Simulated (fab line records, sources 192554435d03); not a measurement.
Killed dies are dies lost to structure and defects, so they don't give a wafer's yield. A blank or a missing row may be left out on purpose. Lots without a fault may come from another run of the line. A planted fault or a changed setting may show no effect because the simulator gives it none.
fab line records | flow n5_finfet
record lots=24 wafers=72 last_day=17
route steps=1938 shown BEOL_M6@1249 BEOL_M7@1265 BEOL_M8@1332 BEOL_M9@1419
lots that met no fault: from a run of the same line without faults
start_h: hours from the record's first day to the start of the lot's first wafer shown | wait_h: hours since the lot's step before | " the same as in the row above | L1.1+2: a row that stands for several wafers | - no value, or no start given | * or withheld: withheld | < > ~ a bound
route shown NAME@n: a module of which the file shows steps, and the number in the route of the first | usual: mean/standard deviation of fault-free wafers | same: alike in all rows | chamber/n: place in a boat | sites: the reading at each site | _std_site: their standard deviation | _edge_site: outer sites' mean less inner sites' | radius_mm: how far each site lies from the wafer's centre | mask NAME#n: copy n | behind: the tool/chamber that last shaped the wafer | hold: why the lot was held/for how many hours/how that ended | device: the transistor (n, p or np) that didn't switch | end of line: the same wafers' tests at the end of the route | a step without rows: its recipe alone | killed: dies lost to structure and defects at the first sort, not the wafer's yield | map: a wafer's dies, x killed, . not, _ none there
set.NAME: the setting as run; set.NAME@STEP: as run at that earlier step | model.NAME: the simulator's own value behind a step, which no gauge read
steps of the route over a sample of lots; a table a step, a row a wafer
services: from which hour (start_h, from the record's first day; less than 0 if before it) a tool's chamber was out of use, for how many hours, and why
## steps
# step N5_BEOL_M6_DEGAS_44
# recipe ambient=vacuum temp_c=250 time_s=60
# usual heater_power_w=338/36
# columns lot.wafer tool chamber start_h wait_h heater_power_w
L074.2 pvd_sputter-01 - 185.15 1.6 303
L074.3 " - " " 374
L074.4 " - " " 331
L075.1 pvd_sputter-03 - 204.65 0.7 321
L075.4 " - " " 308
L075.5 " - " " 313
L077.2 pvd_sputter-02 - 204.77 0.5 294
L077.3 " - " " 286
L077.4 " - " " 368
L076.3 pvd_sputter-03 - 204.85 0.2 325
L076.5 " - " " 352
L076.6 " - " " 404
L079.1 pvd_sputter-01 - 209.83 0.8 381
L079.4 " - " " 336
L079.6 " - " " 379
L078.1 pvd_sputter-01 - 209.91 0.5 380
L078.4 " - " " 332
L078.5 " - " " 303
L080.3 pvd_sputter-01 - 222.08 0.4 389
L080.4 " - " " 324
L080.5 " - " " 306
L081.3 pvd_sputter-02 - 231.84 0.7 300
L081.5 " - " " 325
L081.6 " - " " 365
L082.1 pvd_sputter-01 - 235.91 0.4 303
L082.4 " - " " 335
L082.6 " - " " 383
L083.1 pvd_sputter-03 - 240.09 0.3 386
L083.4 " - " " 314
L083.5 " - " " 394
L085.3 pvd_sputter-03 - 255.43 0.6 359
L085.5 " - " " 404
L085.6 " - " " 352
L086.1 pvd_sputter-02 - 265.54 0.3 365
L086.5 " - " " 325
L086.6 " - " " 365
L084.1 pvd_sputter-02 - 265.76 0.3 284
L084.2 " - " " 295
L084.6 " - " " 290
L088.2 pvd_sputter-02 - 270.53 1.9 327
L088.5 " - " " 279
L088.6 " - " " 300
L087.1 pvd_sputter-01 - 278.00 1.1 330
L087.2 " - " " 377
L087.3 " - " " 387
L089.1 pvd_sputter-01 - 278.82 0.6 336
L089.4 " - " " 380
L089.6 " - " " 295
L090.2 pvd_sputter-01 - 283.90 0.3 392
L090.3 " - " " 371
L090.6 " - " " 380
L091.1 pvd_sputter-01 - 285.68 0.4 307
L091.2 " - " " 384
L091.3 " - " " 367
L093.1 pvd_sputter-01 - 295.46 0.7 332
L093.5 " - " " 332
L093.6 " - " " 396
L092.2 pvd_sputter-03 - 301.74 0.3 318
L092.4 " - " " 388
L092.5 " - " " 383
L094.1 pvd_sputter-02 - 317.67 0.3 296
L094.3 " - " " 376
L094.4 " - " " 322
L095.2 pvd_sputter-03 - 320.92 0.2 399
L095.4 " - " " 355
L095.5 " - " " 318
L096.1 pvd_sputter-02 - 326.17 2.4 329
L096.3 " - " " 355
L096.6 " - " " 371
L097.3 pvd_sputter-02 - 336.01 3.3 366
L097.4 " - " " 289
L097.6 " - " " 299
# step N5_BEOL_M6_CMP_52
# recipe stop_on=SiCOH_lowk t_overpolish_s=6.9 down_force_psi=1 platen_rpm=50 clearing_platen_down_force_psi=1.5 clearing_platen_rpm=50 post_cmp_clean=cu_alkaline target_thk_nm=80 clearing_platen_pad_velocity_m_s=0.99484 pad_velocity_m_s=0.99484
# usual barrier_field_endpoint_s=28.9/0.67 head_pressure_psi=0.9997/0.0025 motor_current_A=6.5/0.6 overpolish_run_s=6.900/0.01 time_to_endpoint_s=62.6/2.4
# columns lot.wafer tool chamber start_h wait_h barrier_field_endpoint_s head_pressure_psi motor_current_A overpolish_run_s time_to_endpoint_s
L074.3 cmp-03 0 186.43 0.2 29.0 1.0021 6.1 6.891 64.4
L074.2 " 1 " " 28.0 1.0024 6.4 6.897 62.8
L074.4 " 2 " " 28.8 1.0048 7.0 6.879 64.9
L075.1 cmp-01 2 206.41 0.7 28.3 1.0019 6.4 6.896 63.5
L075.4 " 0 " " 28.0 0.9996 7.0 6.903 62.7
L075.5 " 3 " " 28.4 1.0011 6.8 6.921 63.3
L077.2 cmp-01 0 206.64 0.6 28.3 0.9972 7.4 6.905 62.0
L077.4 " 2 " " 29.0 1.0041 6.3 6.893 62.3
L077.3 " 3 " " 28.5 1.0022 7.0 6.907 61.4
L076.3 cmp-01 2 206.86 0.5 28.8 1.0039 6.5 6.903 62.6
L076.5 " 2 " " 28.6 1.0045 6.6 6.898 62.3
L076.6 " 3 " " 28.2 1.0013 6.6 6.915 60.8
L079.1 cmp-01 0 211.80 0.3 28.2 0.9988 7.4 6.908 62.2
L079.4 " 1 " " 28.9 1.0016 5.9 6.908 63.9
L079.6 " 0 " " 27.7 0.9947 7.5 6.891 61.9
L078.4 cmp-03 3 212.04 0.2 28.5 0.9987 6.5 6.902 59.4
L078.1 " 0 " " 28.3 1.0005 5.9 6.897 61.0
L078.5 " 1 " " 29.2 1.0020 6.3 6.915 60.5
L080.3 cmp-04 1 224.10 0.4 29.2 0.9982 7.1 6.904 62.3
L080.4 " 2 " " 29.7 0.9989 7.2 6.909 60.8
L080.5 " 0 " " 29.0 1.0019 5.2 6.912 58.4
L081.3 cmp-03 3 233.24 0.2 28.4 0.9982 6.2 6.902 60.9
L081.6 " 2 " " 29.0 1.0020 6.9 6.894 61.4
L081.5 " 3 " " 28.6 0.9992 6.4 6.919 62.8
L082.1 cmp-01 3 237.57 0.3 28.2 0.9970 6.7 6.905 59.8
L082.4 " 0 " " 28.2 0.9991 7.6 6.898 56.8
L082.6 " 3 " " 29.2 0.9989 6.7 6.896 59.4
L083.4 cmp-03 1 243.05 0.2 30.5 1.0023 6.6 6.912 67.3
L083.1 " 0 " " 29.6 0.9972 6.3 6.894 68.9
L083.5 " 2 " " 30.1 0.9990 6.9 6.907 70.0
L085.3 cmp-04 3 256.65 0.2 28.3 0.9975 6.5 6.888 62.7
L085.5 " 3 " " 28.4 0.9947 6.9 6.905 58.5
L085.6 " 0 " " 28.8 0.9966 5.3 6.888 59.9
L086.1 cmp-04 3 267.83 1.2 29.3 1.0030 6.5 6.915 65.6
L086.6 " 0 " " 29.7 0.9985 5.5 6.895 63.9
L086.5 " 1 " " 29.3 0.9994 6.9 6.896 65.4
L084.1 cmp-03 0 267.84 1.1 28.7 0.9993 6.1 6.897 64.1
L084.2 " 2 " " 28.7 0.9986 6.4 6.896 61.1
L084.6 " 1 " " 28.1 1.0009 6.6 6.890 61.0
L088.2 cmp-03 3 271.97 0.3 28.3 1.0019 6.5 6.888 60.2
L088.6 " 0 " " 28.8 1.0010 6.2 6.906 61.2
L088.5 " 1 " " 27.8 1.0021 6.6 6.898 54.4
L087.1 cmp-03 1 280.04 0.3 28.2 0.9996 6.8 6.884 63.3
L087.3 " 3 " " 27.3 1.0021 6.3 6.893 61.1
L087.2 " 0 " " 27.8 1.0004 6.4 6.898 67.0
L089.4 cmp-01 3 280.97 0.1 28.2 1.0008 6.8 6.905 61.4
L089.1 " 2 " " 29.1 1.0061 6.4 6.892 63.6
L089.6 " 0 " " 28.1 0.9988 7.7 6.907 61.0
L090.2 cmp-01 3 285.42 0.2 29.0 1.0004 6.8 6.902 60.9
L090.3 " 0 " " 28.6 0.9992 7.4 6.905 61.4
L090.6 " 3 " " 28.9 1.0004 6.8 6.902 60.2
L091.2 cmp-03 3 287.60 0.2 28.1 1.0045 6.3 6.903 62.3
L091.1 " 0 " " 28.4 0.9976 5.7 6.899 59.2
L091.3 " 1 " " 28.3 1.0039 6.8 6.912 61.4
L093.1 cmp-01 2 296.96 0.4 28.9 1.0006 6.5 6.896 63.4
L093.6 " 3 " " 29.7 0.9969 6.8 6.897 60.4
L093.5 " 0 " " 29.4 1.0009 7.8 6.907 62.3
L092.4 cmp-04 1 303.35 0.1 29.5 0.9998 6.8 6.883 64.9
L092.2 " 0 " " 28.6 0.9993 5.5 6.898 61.1
L092.5 " 2 " " 28.5 1.0042 7.1 6.887 62.1
L094.1 cmp-04 0 319.52 0.3 28.9 1.0045 5.1 6.902 60.9
L094.3 " 1 " " 30.1 0.9989 7.2 6.871 65.1
L094.4 " 2 " " 30.5 0.9994 7.0 6.884 64.2
L095.2 cmp-04 0 322.50 0.2 29.4 0.9976 5.4 6.889 60.8
L095.4 " 2 " " 29.7 0.9990 6.9 6.877 62.2
L095.5 " 0 " " 29.3 1.0018 5.1 6.898 62.2
L096.3 cmp-04 2 327.44 0.2 29.5 0.9962 6.7 6.909 65.2
L096.1 " 0 " " 27.9 1.0005 5.3 6.909 59.5
L096.6 " 2 " " 30.1 0.9975 6.7 6.889 61.3
L097.4 cmp-04 1 337.28 0.1 29.4 0.9987 7.2 6.888 62.3
L097.3 " 0 " " 28.8 1.0031 5.6 6.899 64.9
L097.6 " 2 " " 29.6 1.0013 7.1 6.907 62.7
# step N5_BEOL_M7_THK_MEAS_01
# recipe reads=SiCOH_lowk_of_BEOL_M7_ILD_DEP_00
# usual M7_ILD_THK=155.4/1.8
# columns lot.wafer tool chamber start_h wait_h M7_ILD_THK[nm]
L074.2 film_metro-02 - 187.47 0.4 155.5
L074.3 " - " " 154.9
L074.4 " - " " 156.1
L075.1 film_metro-02 - 207.50 0.4 154.8
L075.4 " - " " 157.1
L075.5 " - " " 156.4
L077.2 film_metro-01 - 207.76 0.4 154.7
L077.3 " - " " 157.6
L077.4 " - " " 156.4
L076.3 film_metro-01 - 207.98 0.3 156.9
L076.5 " - " " 158.0
L076.6 " - " " 157.4
L079.1 film_metro-01 - 212.82 0.4 150.6
L079.4 " - " " 155.5
L079.6 " - " " 156.7
L078.1 film_metro-02 - 213.05 0.4 155.5
L078.4 " - " " 158.6
L078.5 " - " " 156.8
L080.3 film_metro-01 - 225.15 0.3 159.5
L080.4 " - " " 155.8
L080.5 " - " " 158.2
L081.3 film_metro-02 - 234.26 0.3 154.2
L081.5 " - " " 156.4
L081.6 " - " " 158.0
L082.1 film_metro-02 - 238.63 0.4 156.4
L082.4 " - " " 158.2
L082.6 " - " " 159.8
L083.1 film_metro-02 - 244.12 0.4 152.3
L083.4 " - " " 155.5
L083.5 " - " " 156.3
L085.3 film_metro-01 - 257.72 0.3 152.7
L085.5 " - " " 156.3
L085.6 " - " " 157.4
L086.1 film_metro-01 - 268.78 0.4 156.5
L086.5 " - " " 157.8
L086.6 " - " " 157.5
L084.1 film_metro-01 - 269.26 0.4 152.4
L084.2 " - " " 153.5
L084.6 " - " " 156.8
L088.2 film_metro-01 - 272.92 0.4 152.9
L088.5 " - " " 155.8
L088.6 " - " " 156.5
L087.1 film_metro-01 - 281.59 0.8 153.3
L087.2 " - " " 152.5
L087.3 " - " " 152.8
L089.1 film_metro-01 - 282.23 0.4 154.3
L089.4 " - " " 155.6
L089.6 " - " " 156.4
L090.2 film_metro-01 - 286.51 0.4 155.9
L090.3 " - " " 156.0
L090.6 " - " " 155.8
L091.1 film_metro-02 - 288.62 0.4 153.3
L091.2 " - " " 152.5
L091.3 " - " " 153.0
L093.1 film_metro-02 - 297.91 0.4 154.0
L093.5 " - " " 156.6
L093.6 " - " " 155.4
L092.2 film_metro-01 - 304.42 0.4 156.0
L092.4 " - " " 155.9
L092.5 " - " " 156.4
L094.1 film_metro-02 - 320.55 0.4 152.4
L094.3 " - " " 152.9
L094.4 " - " " 155.8
L095.2 film_metro-01 - 323.63 0.4 155.0
L095.4 " - " " 155.6
L095.5 " - " " 156.8
L096.1 film_metro-02 - 328.47 0.4 154.4
L096.3 " - " " 154.1
L096.6 " - " " 156.8
L097.3 film_metro-02 - 338.34 0.3 155.3
L097.4 " - " " 157.6
L097.6 " - " " 157.1
# step N5_BEOL_M7_ETCH_41
# recipe chemistry=CH3F/O2 target=SiCN target_depth_a=319 taper_deg=2 time_s=57.8 ion_energy_ev=120 mask_material=TiN pressure_mtorr=30 source_w=395 bias_w=75 Ar_flow_sccm=150 CH3F_flow_sccm=30 O2_flow_sccm=20
# usual drypump_motor_current_A=5.7/0.53 oes_product_au=0.80/0.07 rf_vpp_V=297.9/1.4 showerhead_plenum_p_Torr=2.02/0.06 throttle_valve_pct=16.23/0.21
# columns lot.wafer tool chamber start_h wait_h drypump_motor_current_A oes_product_au rf_hours_counter_h rf_vpp_V showerhead_plenum_p_Torr throttle_valve_pct
L074.2 rie_diel-02 0 - - 6.1 0.77 147 299.9 2.08 15.96
L074.3 " 3 " " 4.9 0.69 238 298.6 2.05 16.54
L074.4 " 1 " " 5.8 0.69 245 297.8 1.97 16.83
L075.1 rie_diel-03 3 - - 5.7 0.90 34 298.1 2.04 16.16
L075.4 " 1 " " 6.6 0.72 209 298.6 2.06 16.40
L075.5 " 2 " " 6.5 0.86 - 300.3 2.12 16.13
L077.2 rie_diel-03 3 - - 5.7 0.90 34 297.8 2.04 16.15
L077.3 " 1 " " 6.6 0.72 209 297.1 2.06 16.41
L077.4 " 0 " " 5.6 0.91 28 296.6 1.96 15.80
L076.3 rie_diel-02 0 - - 6.1 0.76 151 298.8 2.08 15.96
L076.5 " 0 " " 6.1 0.76 - 298.7 2.07 15.97
L076.6 " 3 " " 4.9 0.69 - 298.5 2.05 16.55
L079.1 rie_diel-03 0 - - 5.6 0.92 29 297.1 1.96 15.79
L079.4 " 1 " " 6.6 0.72 - 297.4 2.06 16.42
L079.6 " 2 " " 6.4 0.86 - 298.9 2.12 16.13
L078.1 rie_diel-01 2 - - 4.9 0.82 90 297.0 1.93 16.05
L078.4 " 1 " " 5.7 0.77 - 296.9 2.00 16.27
L078.5 " 3 " " 5.5 0.87 - 298.8 2.04 16.21
L080.3 rie_diel-02 3 - - 4.9 0.69 250 297.8 2.05 16.55
L080.4 " 2 " " 5.0 0.79 - 296.8 1.94 16.36
L080.5 " 3 " " 4.9 0.68 - 298.6 2.05 16.57
L081.3 rie_diel-02 1 - - 5.8 0.99 1 296.4 1.97 16.34
L081.5 " 1 " " 5.8 0.99 - 296.5 1.97 16.35
L081.6 " 2 " " 5.1 0.80 - 296.3 1.94 16.37
L082.1 rie_diel-01 1 - - 5.7 0.77 155 297.1 2.00 16.29
L082.4 " 0 " " 5.8 0.83 66 300.8 2.12 16.42
L082.6 " 2 " " 4.9 0.81 - 295.6 1.93 16.06
L083.1 rie_diel-02 2 - - 5.0 0.79 105 298.8 1.94 16.36
L083.4 " 1 " " 5.8 0.97 4 295.4 1.97 16.35
L083.5 " 0 " " 6.1 0.75 - 299.4 2.07 16.00
L085.3 rie_diel-01 1 - - 5.7 0.77 161 297.4 2.00 16.28
L085.5 " 2 " " 4.9 0.81 - 296.1 1.93 16.07
L085.6 " 1 " " 5.7 0.77 - 296.4 2.00 16.29
L086.1 rie_diel-03 3 - - 5.8 0.87 55 296.0 2.03 16.20
L086.5 " 2 " " 6.4 0.84 - 299.0 2.11 16.16
L086.6 " 3 " " 5.8 0.87 - 299.2 2.03 16.19
L084.1 rie_diel-03 0 - - 5.7 0.88 44 295.7 1.96 15.83
L084.2 " 3 " " 5.7 0.87 55 298.3 2.03 16.18
L084.6 " 1 " " 6.6 0.71 - 298.9 2.05 16.47
L088.2 rie_diel-03 0 - - 5.7 0.89 45 296.1 1.96 15.82
L088.5 " 2 " " 6.4 0.83 - 298.0 2.11 16.17
L088.6 " 3 " " 5.7 0.88 - 297.9 2.03 16.21
L087.1 rie_diel-01 1 - - 5.7 0.75 169 298.2 2.00 16.31
L087.2 " 0 " " 5.8 0.81 80 300.4 2.11 16.44
L087.3 " 3 " " 5.5 0.84 66 297.3 2.03 16.26
L089.1 rie_diel-01 2 - - 4.9 0.80 112 294.4 1.93 16.08
L089.4 " 3 " " 5.5 0.85 67 297.5 2.03 16.26
L089.6 " 3 " " 5.5 0.84 - 297.8 2.03 16.25
L090.2 rie_diel-03 2 - - 6.4 0.83 71 298.6 2.11 16.17
L090.3 " 3 " " 5.8 0.86 61 297.5 2.03 16.21
L090.6 " 1 " " 6.6 0.69 - 298.6 2.05 16.47
L091.1 rie_diel-02 3 - - 4.9 0.95 2 298.8 2.04 16.12
L091.2 " 1 " " 5.8 0.91 20 297.6 1.96 16.37
L091.3 " 0 " " 6.1 0.73 180 298.2 2.07 16.01
L093.1 rie_diel-03 1 - - 6.6 0.70 240 298.8 2.05 16.49
L093.5 " 3 " " 5.7 0.86 - 299.9 2.03 16.21
L093.6 " 2 " " 6.4 0.83 - 300.0 2.11 16.17
L092.2 rie_diel-01 3 - - 5.5 0.83 75 298.9 2.03 16.28
L092.4 " 3 " " 5.5 0.84 - 298.2 2.03 16.27
L092.5 " 3 " " 5.5 0.84 - 298.0 2.03 16.25
L094.1 rie_diel-03 3 - - 5.7 0.84 70 297.2 2.03 16.21
L094.3 " 1 " " 6.6 0.69 246 297.0 2.05 16.46
L094.4 " 0 " " 5.6 0.86 58 297.6 1.95 15.85
L095.2 rie_diel-01 3 - - 5.5 0.82 81 297.4 2.03 16.28
L095.4 " 0 " " 5.8 0.80 87 301.3 2.11 16.47
L095.5 " 1 " " 5.6 0.74 - 298.2 1.99 16.34
L096.1 rie_diel-01 3 - - 5.5 0.83 81 297.4 2.03 16.28
L096.3 " 0 " " 5.8 0.80 88 299.0 2.11 16.45
L096.6 " 2 " " 4.9 0.79 - 295.8 1.92 16.09
L097.3 rie_diel-03 3 - - 5.7 0.84 76 297.9 2.02 16.24
L097.4 " 0 " " 5.7 0.86 - 294.8 1.95 15.86
L097.6 " 3 " " 5.7 0.84 - 297.6 2.02 16.22
# step N5_BEOL_M8_ILD_DEP_00
# recipe material=SiCOH_lowk target_thk_a=1797.5 temp_c=300 precursor=DEMS/porogen pressure_torr=5 rf_w=500 time_s=33.4
# usual heater_power_outer_w=151/37 heater_power_w=318/57 showerhead_plenum_p_Torr=5.744/0.019 throttle_valve_pct=13.8/0.92
# columns lot.wafer tool chamber start_h wait_h heater_power_outer_w heater_power_w showerhead_plenum_p_Torr throttle_valve_pct
L074.2 pecvd-03 2 194.58 0.0 211 390 5.749 13.1
L074.3 " 1 " " 124 310 5.747 13.7
L074.4 " 1 " " 124 303 5.765 13.5
L075.1 pecvd-02 2 215.01 0.0 116 239 5.750 12.9
L075.4 " 2 " " 118 238 5.752 12.7
L075.5 " 0 " " 210 410 5.719 15.5
L076.3 pecvd-03 2 216.16 0.0 199 376 5.741 13.1
L076.5 " 1 " " 104 275 5.744 13.6
L076.6 " 0 " " 164 333 5.758 13.1
L077.2 pecvd-03 2 216.43 0.0 214 395 5.748 13.2
L077.3 " 0 " " 132 291 5.758 13.0
L077.4 " 0 " " 135 287 5.753 13.4
L079.1 pecvd-04 0 219.94 0.0 152 343 5.769 13.7
L079.4 " 0 " " 157 341 5.761 13.4
L079.6 " 1 " " 171 348 5.749 12.5
L078.1 pecvd-03 1 220.21 0.0 122 310 5.748 13.6
L078.4 " 2 " " 211 389 5.748 13.2
L078.5 " 1 " " 129 315 5.759 13.8
L080.3 pecvd-04 2 233.25 0.0 133 283 5.755 13.2
L080.4 " 0 " " 161 348 5.753 14.0
L080.5 " 2 " " 136 282 5.735 13.1
L081.3 pecvd-03 1 243.09 0.0 133 320 5.747 13.6
L081.5 " 2 " " 193 369 5.742 13.3
L081.6 " 1 " " 133 320 5.748 13.6
L082.1 pecvd-02 1 245.55 0.0 137 299 5.720 14.6
L082.4 " 2 " " 123 242 5.754 12.9
L082.6 " 0 " " 209 419 5.713 15.2
L083.1 pecvd-02 1 253.22 0.0 123 274 5.738 14.6
L083.4 " 1 " " 126 274 5.719 14.9
L083.5 " 0 " " 207 399 5.696 15.3
L085.3 pecvd-02 2 266.64 0.0 99 210 5.728 12.9
L085.5 " 2 " " 100 213 5.736 12.6
L085.6 " 1 " " 138 294 5.730 14.7
L086.1 pecvd-02 0 275.44 0.0 181 375 5.697 15.4
L086.5 " 1 " " 138 297 5.721 14.8
L086.6 " 0 " " 199 393 5.708 15.4
L084.1 pecvd-02 0 277.84 0.0 210 414 5.700 15.5
L084.2 " 1 " " 138 293 5.741 14.8
L084.6 " 0 " " 215 421 5.716 15.3
L088.2 pecvd-03 0 281.30 0.0 163 333 5.756 13.1
L088.5 " 2 " " 203 390 5.743 13.3
L088.6 " 0 " " 170 339 5.763 13.1
L087.1 pecvd-03 2 287.16 0.0 199 371 5.750 13.1
L087.2 " 0 " " 157 322 5.768 13.1
L087.3 " 1 " " 112 301 5.752 13.7
L089.1 pecvd-04 2 289.25 0.0 128 274 5.756 13.4
L089.4 " 1 " " 138 289 5.735 12.9
L089.6 " 2 " " 125 271 5.729 13.0
L090.2 pecvd-03 0 296.11 0.0 113 259 5.755 13.0
L090.3 " 2 " " 194 363 5.749 13.3
L090.6 " 0 " " 121 267 5.773 13.6
L091.1 pecvd-02 1 296.41 0.0 142 298 5.730 15.2
L091.2 " 2 " " 110 236 5.762 12.7
L091.3 " 0 " " 196 386 5.696 15.2
L093.1 pecvd-02 0 305.19 0.0 184 372 5.710 15.2
L093.5 " 0 " " 190 392 5.710 15.3
L093.6 " 2 " " 100 210 5.742 13.1
L092.2 pecvd-04 0 314.04 0.0 123 304 5.761 13.6
L092.4 " 1 " " 193 368 5.743 12.8
L092.5 " 2 " " 127 272 5.757 13.2
L094.1 pecvd-02 1 328.73 0.0 148 318 5.736 14.6
L094.3 " 2 " " 123 241 5.749 12.8
L094.4 " 2 " " 126 241 5.756 12.4
L095.2 pecvd-02 0 334.32 0.0 188 391 5.715 15.1
L095.4 " 1 " " 118 269 5.740 14.8
L095.5 " 2 " " 121 241 5.751 13.0
L096.1 pecvd-03 1 337.84 0.0 95 270 5.751 13.6
L096.3 " 2 " " 163 336 5.754 13.2
L096.6 " 0 " " 128 291 5.755 13.1
L097.3 pecvd-03 0 346.02 0.1 139 293 5.753 13.5
L097.4 " 1 " " 86 253 5.765 13.8
L097.6 " 0 " " 145 306 5.768 13.2
# step N5_BEOL_M9_ETCH_62
# recipe chemistry=N2/H2 target=SOC target_depth_a=1100 overetch_a=220 mask_material=SiARC temp_c=40 time_s=165 ion_energy_ev=200 pressure_mtorr=30 source_w=840 bias_w=150 n2_flow_sccm=200 h2_flow_sccm=200
# usual drypump_motor_current_A=5.6/0.52 oes_product_au=0.68/0.059 rf_vpp_V=524.4/2.2 showerhead_plenum_p_Torr=2.56/0.078 throttle_valve_pct=17.72/0.16
# columns lot.wafer tool chamber start_h wait_h drypump_motor_current_A oes_product_au rf_hours_counter_h rf_vpp_V showerhead_plenum_p_Torr throttle_valve_pct
L074.2 rie_diel-01 3 209.37 0.0 5.5 0.74 42 525.6 2.58 17.64
L074.3 " 0 " " 5.8 0.70 55 529.0 2.68 17.82
L074.4 " 2 " " 4.8 0.69 87 520.8 2.46 17.44
L075.1 rie_diel-02 3 224.78 0.0 4.9 0.58 248 525.6 2.60 17.95
L075.4 " 0 " " 6.1 0.64 - 526.7 2.66 17.61
L075.5 " 3 " " 4.9 0.58 - 527.1 2.60 17.94
L077.2 rie_diel-02 3 228.77 0.0 4.9 0.58 249 525.5 2.60 17.95
L077.3 " 0 " " 6.1 0.64 157 528.2 2.66 17.62
L077.4 " 2 " " 5.1 0.67 - 522.0 2.46 17.82
L076.3 rie_diel-03 1 228.92 0.0 6.6 0.61 215 524.7 2.62 17.90
L076.5 " 0 " " 5.7 0.78 - 521.8 2.49 17.30
L076.6 " 1 " " 6.6 0.61 - 525.4 2.62 17.89
L079.1 rie_diel-01 2 228.93 0.0 4.9 0.68 94 520.9 2.46 17.46
L079.4 " 3 " " 5.5 0.73 49 524.8 2.58 17.67
L079.6 " 1 " " 5.7 0.64 - 522.7 2.55 17.79
L078.1 rie_diel-02 0 231.48 0.0 6.1 0.63 158 527.0 2.66 17.63
L078.4 " 0 " " 6.1 0.64 - 526.9 2.66 17.62
L078.5 " 2 " " 5.0 0.67 - 521.7 2.46 17.82
L080.3 rie_diel-03 1 246.07 0.0 6.6 0.61 221 525.5 2.62 17.91
L080.4 " 3 " " 5.8 0.73 - 524.8 2.58 17.70
L080.5 " 1 " " 6.6 0.61 - 525.0 2.62 17.89
L082.1 rie_diel-02 1 255.57 0.0 5.8 0.81 6 522.1 2.49 17.79
L082.4 " 2 " " 5.1 0.66 107 521.3 2.46 17.85
L082.6 " 1 " " 5.8 0.80 - 522.8 2.49 17.79
L081.3 rie_diel-01 3 256.25 0.0 5.5 0.72 57 525.3 2.58 17.69
L081.5 " 0 " " 5.8 0.69 - 527.5 2.68 17.84
L081.6 " 1 " " 5.7 0.64 - 523.6 2.55 17.81
L083.1 rie_diel-02 0 265.13 0.0 6.1 0.63 169 525.6 2.65 17.64
L083.4 " 2 " " 5.1 0.67 - 521.5 2.45 17.84
L083.5 " 1 " " 5.8 0.80 - 522.2 2.49 17.80
L085.3 rie_diel-03 2 276.88 0.0 6.4 0.71 66 526.6 2.70 17.75
L085.5 " 1 " " 6.6 0.60 - 525.0 2.61 17.93
L085.6 " 0 " " 5.6 0.75 - 522.1 2.48 17.31
L086.1 rie_diel-03 0 286.12 0.0 5.7 0.75 48 522.5 2.48 17.32
L086.5 " 2 " " 6.4 0.70 - 527.3 2.70 17.70
L086.6 " 1 " " 6.6 0.60 - 526.8 2.61 17.95
L084.1 rie_diel-02 0 288.73 0.0 6.1 0.63 179 526.2 2.65 17.65
L084.2 " 3 " " 4.9 0.81 1 526.4 2.60 17.53
L084.6 " 0 " " 6.1 0.63 - 527.3 2.65 17.65
L088.2 rie_diel-01 2 292.75 0.0 4.8 0.67 115 521.9 2.45 17.51
L088.5 " 3 " " 5.5 0.71 - 524.4 2.57 17.72
L088.6 " 0 " " 5.8 0.69 - 527.4 2.67 17.87
L087.1 rie_diel-02 1 297.73 0.0 5.8 0.77 22 521.6 2.49 17.81
L087.2 " 2 " " 5.1 0.66 119 521.7 2.45 17.86
L087.3 " 3 " " 4.9 0.80 4 524.9 2.60 17.52
L089.1 rie_diel-02 1 300.27 0.0 5.8 0.77 23 521.5 2.49 17.82
L089.4 " 3 " " 4.9 0.80 4 526.7 2.60 17.54
L089.6 " 1 " " 5.8 0.77 - 522.5 2.49 17.81
L091.1 rie_diel-01 2 304.38 0.0 4.8 0.67 118 520.7 2.45 17.50
L091.2 " 3 " " 5.5 0.71 72 525.5 2.57 17.71
L091.3 " 1 " " 5.7 0.63 175 523.5 2.54 17.81
L090.2 rie_diel-01 1 307.43 0.1 5.7 0.64 176 523.2 2.54 17.83
L090.3 " 3 " " 5.5 0.70 - 525.2 2.57 17.72
L090.6 " 3 " " 5.5 0.70 - 524.7 2.57 17.71
L093.1 rie_diel-02 1 318.08 0.0 5.8 0.76 28 521.6 2.49 17.83
L093.5 " 0 " " 6.1 0.62 - 526.0 2.64 17.68
L093.6 " 3 " " 4.9 0.78 - 527.2 2.59 17.55
L092.2 rie_diel-03 0 327.15 0.0 5.7 0.74 59 520.6 2.48 17.33
L092.4 " 1 " " 6.6 0.59 247 525.2 2.61 17.95
L092.5 " 1 " " 6.6 0.59 - 525.7 2.60 17.94
L094.1 rie_diel-01 3 341.59 0.0 5.5 0.70 85 522.7 2.57 17.73
L094.3 " 0 " " 5.8 0.67 92 525.4 2.67 17.87
L094.4 " 2 " " 4.9 0.65 129 521.1 2.44 17.52
L095.2 rie_diel-01 2 343.63 0.0 4.8 0.66 130 520.6 2.45 17.54
L095.4 " 3 " " 5.5 0.69 86 523.9 2.57 17.73
L095.5 " 3 " " 5.5 0.69 - 524.4 2.57 17.72
L096.1 rie_diel-01 1 348.29 0.0 5.7 0.62 190 523.6 2.53 17.83
L096.3 " 3 " " 5.5 0.69 87 525.1 2.56 17.72
L096.6 " 1 " " 5.7 0.63 - 523.6 2.53 17.86
L097.3 rie_diel-01 3 355.86 0.0 5.5 0.69 90 523.8 2.56 17.75
L097.4 " 0 " " 5.8 0.67 97 526.8 2.67 17.91
L097.6 " 1 " " 5.7 0.62 - 524.3 2.53 17.85
## services
# columns tool chamber start_h hours kind
rie_diel-03 2 170.31 8.0 repair
cmp-04 - 171.25 1.6 repair
pecvd-02 - 189.03 6.0 pm
pecvd-03 0 199.89 3.5 repair
rie_diel-03 3 214.67 3.1 repair
rie_diel-01 0 216.59 1.2 repair
rie_diel-02 - 219.04 0.7 repair
rie_diel-03 2 224.91 9.3 repair
rie_diel-03 0 240.51 12.8 repair
rie_diel-02 3 256.42 2.8 repair
rie_diel-02 2 267.02 6.3 repair
pecvd-03 - 268.76 0.7 repair
pecvd-03 - 270.53 0.7 repair
pecvd-03 2 273.06 3.7 repair
pecvd-02 2 273.24 6.8 repair
pvd_sputter-01 - 300.26 1.2 repair
rie_diel-01 0 301.30 18.0 repair
rie_diel-01 2 304.72 3.9 repair
pecvd-03 - 307.08 2.8 pm
rie_diel-02 - 315.20 0.5 repair
pvd_sputter-01 - 330.77 4.0 repair
rie_diel-02 2 334.70 5.6 repair
rie_diel-03 - 349.76 2.8 pm
rie_diel-03 2 355.42 7.3 repair
## key
fault none
